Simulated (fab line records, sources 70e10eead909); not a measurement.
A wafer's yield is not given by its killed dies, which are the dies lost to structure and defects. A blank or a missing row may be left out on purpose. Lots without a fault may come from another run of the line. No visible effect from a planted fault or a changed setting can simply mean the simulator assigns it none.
Chamber matching | flow nand harc | rie diel-07 running NHARC_A_STAIRCASE_ETCH_313: 4 sister chambers
The step etches the open film in CF4/CHF3. 22 wafers are shown with their chamber, then 11 later ones without.

## EACH WAFER AND ITS CHAMBER
wafer  | chamber | showerhead plenum p Torr (Torr) | drypump motor current A (A) | rf vpp V (V)
L074.2 | 2       | 1.58                            | 4.9                         | 370.9
L074.3 | 0       | 1.55                            | 5.3                         | 370.5
L074.5 | 2       | 1.57                            | 4.9                         | 370.0
L075.2 | 1       | 1.48                            | 6.1                         | 366.8
L075.3 | 2       | 1.57                            | 4.8                         | 370.9
L075.4 | 0       | 1.55                            | 5.3                         | 369.7
L077.1 | 3       | 1.70                            | 5.6                         | 373.0
L077.4 | 2       | 1.57                            | 4.8                         | 370.8
L077.6 | 0       | 1.55                            | 5.3                         | 370.8
L079.1 | 0       | 1.55                            | 5.3                         | 369.3
L079.3 | 2       | 1.57                            | 4.8                         | 371.1
L079.6 | 2       | 1.57                            | 4.9                         | 372.3
L082.3 | 0       | 1.54                            | 5.3                         | 369.6
L082.5 | 2       | 1.57                            | 4.9                         | 370.7
L082.6 | 0       | 1.54                            | 5.3                         | 370.0
L085.2 | 1       | 1.48                            | 6.0                         | 367.2
L085.3 | 2       | 1.57                            | 4.9                         | 370.8
L085.4 | 3       | 1.69                            | 5.6                         | 375.5
L084.4 | 3       | 1.69                            | 5.7                         | 373.7
L084.5 | 2       | 1.57                            | 4.9                         | 370.4
L084.6 | 1       | 1.48                            | 6.0                         | 367.8
L088.2 | 1       | 1.48                            | 6.0                         | 367.1

SIGNATURES, as means of the wafers listed above
reading                  | chamber 0 | chamber 1 | chamber 2 | chamber 3 | scatter within a chamber
showerhead plenum p Torr | 1.5467    | 1.4800    | 1.5711    | 1.6933    | 0.00401
drypump motor current A  | 5.300     | 6.025     | 4.867     | 5.633     | 0.0436
rf vpp V                 | 369.983   | 367.225   | 370.878   | 374.067   | 0.691
Rule: a wafer's distance from a chamber is the root of the sum, over the readings, of the square of ((its reading less the chamber's mean) divided by the reading's scatter). The wafer belongs to the nearest chamber; if the next one is less than 2 further off, it can't be placed. The scatter: take each reading less its chamber's mean, square it, sum over the shown wafers, divide by the number of wafers less the number of chambers, and take the root.

## WAFERS WHOSE CHAMBER IS MISSING
wafer  | showerhead plenum p Torr (Torr) | drypump motor current A (A) | rf vpp V (V)
L088.3 | 1.57                            | 4.9                         | 370.0
L088.4 | 1.54                            | 5.3                         | 369.4
L092.1 | 1.56                            | 4.8                         | 371.1
L092.2 | 1.47                            | 6.0                         | 366.6
L092.5 | 1.47                            | 6.0                         | 367.6
L093.1 | 1.69                            | 5.7                         | 375.2
L093.4 | 1.56                            | 4.8                         | 372.3
L093.6 | 1.69                            | 5.7                         | 374.2
L096.1 | 1.68                            | 5.7                         | 373.9
L096.3 | 1.47                            | 6.1                         | 367.3
L096.4 | 1.53                            | 5.3                         | 368.4

## EACH ONE'S CHAMBER
wafer  | from the rows above | in truth
L088.3 | 2                   | 2
L088.4 | 0                   | 0
L092.1 | 2                   | 2
L092.2 | 1                   | 1
L092.5 | 1                   | 1
L093.1 | 3                   | 3
L093.4 | 2                   | 2
L093.6 | 3                   | 3
L096.1 | 3                   | 3
L096.3 | 1                   | 1
L096.4 | 0                   | 0
Correctly placed: 11 of 11. From these rows, 0 cannot be placed. Placed wrongly: 0.
